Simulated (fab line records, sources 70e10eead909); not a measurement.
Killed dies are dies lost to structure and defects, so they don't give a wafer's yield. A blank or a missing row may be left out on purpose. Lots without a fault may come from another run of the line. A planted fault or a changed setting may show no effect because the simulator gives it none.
Problem report in the 8D (eight disciplines) form, filled by code | flow nand_harc | the parts of the form that need people (team, actions taken, sign-off) are left out

1. THE PROBLEM
thk_nm at NHARC_A_ONON_D2_THK_MEAS_11 reads a mean of 896 nm on 2 wafers of 2 lots; wafers without a fault read 999 nm with a standard deviation of 7.7. That is -13 standard deviations from the usual mean.
The step: measures by ellipsometry.
First seen on wafer L971.5, day 18 17:01, on film_metro-01. The record holds 42 wafers of 14 lots with a number at this step. Rule for "out", or "out of limits": more than 4 standard deviations from the usual mean. The other wafers with a number count as sound.

2. WHAT IT IS AND WHAT IT IS NOT
question                    | is                | is not
which readings at this step | thk_nm            | -
which lots                  | L971, L973        | L957, L958, L959, L960, L962, L963, L966, L967, L968, L970, L977, L979
which wafers of those lots  | L971.5, L973.6    | L971.3, L971.4, L973.1, L973.4
read on which gauges        | film_metro-01     | film_metro-02
when                        | from day 18 17:01 | up to then (29 sound wafers); but 11 sound wafers of L970, L973, L977, L979 came after

3. SUSPECTS, AND WHAT RULES EACH OUT
Counting: a tool at a process step up to the reading stays a suspect if it ran every lot that is out. Sound lots after the first of them don't rule it out here, since some wafers of a struck lot are sound.
- the gauge at NHARC_A_ONON_D2_THK_MEAS_11: kept. All the wafers that are out were read on film_metro-01, and no step on other tools shows them out.
- ald_hk-03 at NHARC_A_CHANNEL_FILL_D1_ALD_16 (deposits SiO2, target thk 1.5 nm, pulse time 10 s, ald cycles 15): kept. It ran every lot that is out, first L971 (day 15 08:10); its last sound lot up to then is L968 (day 14 17:34).
- cmp-01 at NHARC_A_DECK1_JOINT_CMP_13 (polishes, target thk 51.023 nm): kept. It ran every lot that is out, first L971 (day 17 19:02); its last sound lot up to then is L970 (day 17 16:02).
- pecvd_onon-03 at NHARC_A_ONON_D2_DEP_09 (target thk 1000 nm): kept. It ran every lot that is out, first L971 (day 18 16:37); its last sound lot up to then is L968 (day 17 14:16).
- Within ald_hk-03 at NHARC_A_CHANNEL_FILL_D1_ALD_16: the wafers that are out ran in chamber 0; their sound lot-mates ran in chambers 1, 2, 3.
Left after counting: ald_hk-03 at NHARC_A_CHANNEL_FILL_D1_ALD_16, cmp-01 at NHARC_A_DECK1_JOINT_CMP_13, pecvd_onon-03 at NHARC_A_ONON_D2_DEP_09, film_metro-01 at NHARC_A_ONON_D2_THK_MEAS_11.

4. THE CAUSE (what the simulator had put in)
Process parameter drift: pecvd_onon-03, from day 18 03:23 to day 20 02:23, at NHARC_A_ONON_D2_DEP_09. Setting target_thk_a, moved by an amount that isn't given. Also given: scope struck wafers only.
Counting left 4 suspects, and this tool is among them.

5. THE CHAIN OF EFFECTS, in route order
Each row: a reading whose mean over the struck wafers that have a number lies more than 3 standard deviations from the usual. Only readings for which the record gives a usual standard deviation are gone through. hours: the time from each lot's start at the first step in this table that gives one to its start at this step, as a median over the lots. sigmas: the change in usual standard deviations.
hours | step                        | reading | usual  | on struck wafers | change | sigmas
0     | NHARC_A_ONON_D2_THK_MEAS_11 | thk_nm  | 999 nm | 896              | -103   | -13

6. WHAT WOULD HAVE CAUGHT IT SOONER
In this record the first reading out of limits at a measuring or inspecting step was taken at day 18 17:01, 14 hours after the fault began at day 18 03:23.
Of the lots that are out (2), L973 began NHARC_A_ONON_D2_DEP_09 on pecvd_onon-03 after day 18 17:01. A hold on the tool at that time would have spared it.
